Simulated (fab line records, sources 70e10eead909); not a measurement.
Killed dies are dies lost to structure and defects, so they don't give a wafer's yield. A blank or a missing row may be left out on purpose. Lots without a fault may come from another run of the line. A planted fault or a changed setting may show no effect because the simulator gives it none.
Which tool did it? | flow nand_harc | 13 lots, 39 wafers sampled, at 6 steps of a route of 1159

WHAT THE GAUGES READ, wafer by wafer
NHARC_P_BONDPAD_INSPECT_23. Usual: raw_defect_count 353, standard deviation 130.
lot  | measured     | on                | raw_defect_count | flag
L149 | day 6 16:59  | defect_inspect-02 | 307 517 393      |
L150 | day 7 05:39  | defect_inspect-01 | 362 588 231      |
L151 | day 7 06:04  | defect_inspect-02 | 258 278 409      |
L155 | day 8 07:03  | defect_inspect-02 | 180 209 282      |
L156 | day 8 13:49  | defect_inspect-02 | 333 300 362      |
L157 | day 8 16:26  | defect_inspect-01 | 154 219 244      |
L158 | day 8 19:09  | defect_inspect-01 | 849 584 527      |
L161 | day 9 17:59  | defect_inspect-02 | 332 178 248      |
L160 | day 9 19:05  | defect_inspect-01 | 241 378 424      |
L159 | day 9 19:25  | defect_inspect-01 | 359 309 594      |
L162 | day 10 05:20 | defect_inspect-02 | 559 345 536      |
L165 | day 10 17:13 | defect_inspect-01 | 373 367 391      |
L170 | day 11 22:26 | defect_inspect-02 | 315 273 400      |

NHARC_A_ONON_D1_THK_MEAS_24: measures by ellipsometry. Usual: thk_nm 1001 nm, standard deviation 8.4.
lot  | measured     | on            | thk_nm (nm)    | flag
L149 | day 8 03:55  | film_metro-02 | 990 990 991    |
L150 | day 8 16:48  | film_metro-02 | 1000 1000 1000 |
L151 | day 8 16:46  | film_metro-01 | 993 995 995    |
L155 | day 9 17:49  | film_metro-02 | 994 996 996    |
L156 | day 10 03:53 | film_metro-01 | 998 997 995    |
L157 | day 10 03:52 | film_metro-02 | 1004 1005 1006 |
L158 | day 10 03:54 | film_metro-02 | 994 996 995    |
L161 | day 11 04:59 | film_metro-02 | 1010 1008 1009 |
L160 | day 11 05:21 | film_metro-02 | 1005 1002 1005 |
L159 | day 11 05:08 | film_metro-01 | 1002 1004 1003 |
L162 | day 11 18:24 | film_metro-02 | 987 986 986    |
L165 | day 12 01:37 | film_metro-01 | 1501 1501 1006 | OFF
L170 | day 13 07:37 | film_metro-02 | 1015 1016 1017 |

NHARC_A_CHANNEL_HOLE_D1_OVL_MEAS_11. Usual: overlay_x_nm 0.1 nm, standard deviation 0.91; overlay_y_nm -0.1 nm, standard deviation 0.89.
lot  | measured     | on         | overlay_x_nm (nm) | overlay_y_nm (nm) | flag
L149 | day 8 10:41  | overlay-02 | -0.6 -0.6 -0.7    | -1.0 -1.3 -0.9    |
L150 | day 8 22:28  | overlay-01 | 0.1 -0.2 -0.2     | 0.4 -1.1 -0.7     |
L151 | day 8 22:10  | overlay-02 | -0.2 -0.6 -0.3    | 0.5 0.5 0.9       |
L155 | day 9 22:53  | overlay-01 | -0.7 -0.3 -0.4    | 0.2 0.0 0.4       |
L156 | day 10 08:22 | overlay-01 | -0.4 -0.7 -0.5    | 1.5 1.7 1.6       |
L157 | day 10 08:40 | overlay-01 | 0.7 0.3 0.8       | 0.9 0.7 0.4       |
L158 | day 10 09:44 | overlay-01 | -0.2 -0.2 -0.3    | 0.4 0.7 1.7       |
L161 | day 11 10:00 | overlay-02 | 0.7 1.0 1.1       | -0.9 -0.8 -0.7    |
L160 | day 11 11:55 | overlay-02 | -0.7 0.2 -0.6     | -1.6 -1.0 -1.1    |
L159 | day 11 10:10 | overlay-01 | -1.8 -2.3 -2.4    | -0.9 -0.4 -0.9    |
L162 | day 12 00:44 | overlay-02 | 0.3 0.5 0.2       | 0.0 0.5 0.1       |
L165 | day 12 06:04 | overlay-01 | -0.3              | 0.3               |
L170 | day 13 12:48 | overlay-02 | 0.2 0.1 0.0       | -0.4 0.4 0.3      |

NHARC_END_SORT_01. Usual: killed_at_array 26, standard deviation 9.6; killed_at_other 0.7, standard deviation 0.92; killed_at_periphery 3.8, standard deviation 2.7; killed_dies 31, standard deviation 10; killed_open 3.3, standard deviation 1.7; killed_short 1.8, standard deviation 1.3.
lot  | measured     | on        | killed_at_array | killed_at_other | killed_at_periphery | killed_dies | killed_open | killed_short | flag
L165 | day 23 16:43 | prober-01 | 658 664 44      | 1 1 2           | 18 12 9             | 677 677 55  | 5 1 2       | 1 1 4        | OFF

WHICH TOOL RAN EACH LOT (tool, then ch and the chambers of the sampled wafers, then the start)
lot  | NHARC_A_ZERO_WELL_DESCUM_12        | NHARC_A_ONON_D1_DEP_22
L149 | rie_diel-12 ch 1,2,3, day 6 18:21  | pecvd_onon-04 ch 0, day 8 03:25
L150 | rie_diel-03 ch 0,1, day 7 07:01    | pecvd_onon-03 ch 0, day 8 16:17
L151 | rie_diel-12 ch 2,3, day 7 07:34    | pecvd_onon-04 ch 0, day 8 16:16
L155 | rie_diel-03 ch 0,2,3, day 8 08:32  | pecvd_onon-04 ch 0, day 9 17:17
L156 | rie_diel-03 ch 1,2,3, day 8 15:20  | pecvd_onon-02 ch 0, day 10 03:22
L157 | rie_diel-10 ch 0,3, day 8 17:56    | pecvd_onon-03 ch 0, day 10 03:22
L158 | rie_diel-10 ch 0,2,3, day 8 20:33  | pecvd_onon-04 ch 0, day 10 03:30
L161 | rie_diel-10 ch 1,2,3, day 9 19:29  | pecvd_onon-03 ch 0, day 11 04:28
L160 | rie_diel-10 ch 1,2,3, day 9 20:28  | pecvd_onon-03 ch 0, day 11 04:50
L159 | rie_diel-03 ch 2,3, day 9 20:47    | pecvd_onon-02 ch 0, day 11 04:37
L162 | rie_diel-12 ch 1,2,3, day 10 07:01 | pecvd_onon-04 ch 0, day 11 17:53
L165 | rie_diel-03 ch 0,1,3, day 10 18:41 | pecvd_onon-03 ch 0, day 12 01:07
L170 | rie_diel-10 ch 0,2, day 11 23:55   | pecvd_onon-04 ch 0, day 13 07:06
- NHARC_A_ZERO_WELL_DESCUM_12: chemistry O2, time 3 s.
- NHARC_A_ONON_D1_DEP_22: target thk 1000 nm.

WHAT THE TOOLS THEMSELVES READ (means of the sampled wafers that have a number; where no wafer has one, the mark that the record gives instead)
NHARC_A_ZERO_WELL_DESCUM_12. Usual: drypump_motor_current_A 5.7 A, standard deviation 0.54; oes_product_au 0.997 a.u., standard deviation 0.0065; rf_vpp_V 57.9 V, standard deviation 0.88; showerhead_plenum_p_Torr 1.93 Torr, standard deviation 0.11; throttle_valve_pct 11.311 %, standard deviation 0.0087.
lot  | tool        | drypump_motor_current_A (A) | oes_product_au (a.u.) | rf_vpp_V (V) | showerhead_plenum_p_Torr (Torr) | throttle_valve_pct (%) | flag
L149 | rie_diel-12 | 5.7                         | 1.000                 | 58.3         | 1.94                            | 11.310                 |
L150 | rie_diel-03 | 5.2                         | 0.990                 | 57.4         | 1.82                            | 11.311                 |
L151 | rie_diel-12 | 5.8                         | 0.994                 | 58.0         | 1.89                            | 11.310                 |
L155 | rie_diel-03 | 5.2                         | 1.003                 | 57.6         | 1.91                            | 11.321                 |
L156 | rie_diel-03 | 5.2                         | 1.002                 | 58.1         | 1.89                            | 11.302                 |
L157 | rie_diel-10 | 6.0                         | 0.996                 | 58.8         | 2.03                            | 11.315                 |
L158 | rie_diel-10 | 6.0                         | 0.994                 | 58.4         | 2.02                            | 11.306                 |
L161 | rie_diel-10 | 5.7                         | 0.992                 | 58.1         | 1.93                            | 11.313                 |
L160 | rie_diel-10 | 5.7                         | 0.990                 | 57.6         | 1.93                            | 11.306                 |
L159 | rie_diel-03 | 5.1                         | 1.005                 | 58.0         | 1.89                            | 11.306                 |
L162 | rie_diel-12 | 5.6                         | 0.993                 | 58.3         | 1.94                            | 11.313                 |
L165 | rie_diel-03 | 5.3                         | 1.005                 | 56.8         | 1.91                            | 11.307                 |
L170 | rie_diel-10 | 6.4                         | 0.993                 | 58.5         | 2.05                            | 11.306                 |

NHARC_A_ONON_D1_DEP_22. Usual: nh3_flow_sccm 500.2 sccm, standard deviation 1.6.
lot  | tool          | nh3_flow_sccm (sccm) | flag
L149 | pecvd_onon-04 | 499.5                |
L150 | pecvd_onon-03 | 501.5                |
L151 | pecvd_onon-04 | 500.5                |
L155 | pecvd_onon-04 | 498.8                |
L156 | pecvd_onon-02 | 499.0                |
L157 | pecvd_onon-03 | 501.2                |
L158 | pecvd_onon-04 | 501.8                |
L161 | pecvd_onon-03 | 503.1                |
L160 | pecvd_onon-03 | 499.4                |
L159 | pecvd_onon-02 | 500.5                |
L162 | pecvd_onon-04 | 501.8                |
L165 | pecvd_onon-03 | 499.9                |
L170 | pecvd_onon-04 | 499.0                |

THE ANSWER, worked out from the rows above alone
Rule: a lot is off if the mean of its wafers that have a number lies more than 3 standard deviations from the usual mean. A lot without any number at a reading at which 4 lots or more have one is off too. The other lots that the step has rows for count as sound. The gauges are gone through in route order, then the tools' own readings, and for those a lot's mean is taken as printed above. The first step at which some lot is off is used, and at that step the reading that is off furthest; a lot without a number counts as furthest.
Off: L165, at NHARC_A_ONON_D1_THK_MEAS_24 (thk_nm).
A tool fits if, at a process step before that reading, it ran every lot that is off, and no sound lot after the first of them. The gauges at NHARC_A_ONON_D1_THK_MEAS_24 aren't tried: what is off there is off at NHARC_END_SORT_01 too, on other tools, and a gauge's error can't cause that. Can't be told from this: 2 tools fit, rie_diel-03 at NHARC_A_ZERO_WELL_DESCUM_12, pecvd_onon-03 at NHARC_A_ONON_D1_DEP_22.

WHAT THE SIMULATOR HAD PUT IN
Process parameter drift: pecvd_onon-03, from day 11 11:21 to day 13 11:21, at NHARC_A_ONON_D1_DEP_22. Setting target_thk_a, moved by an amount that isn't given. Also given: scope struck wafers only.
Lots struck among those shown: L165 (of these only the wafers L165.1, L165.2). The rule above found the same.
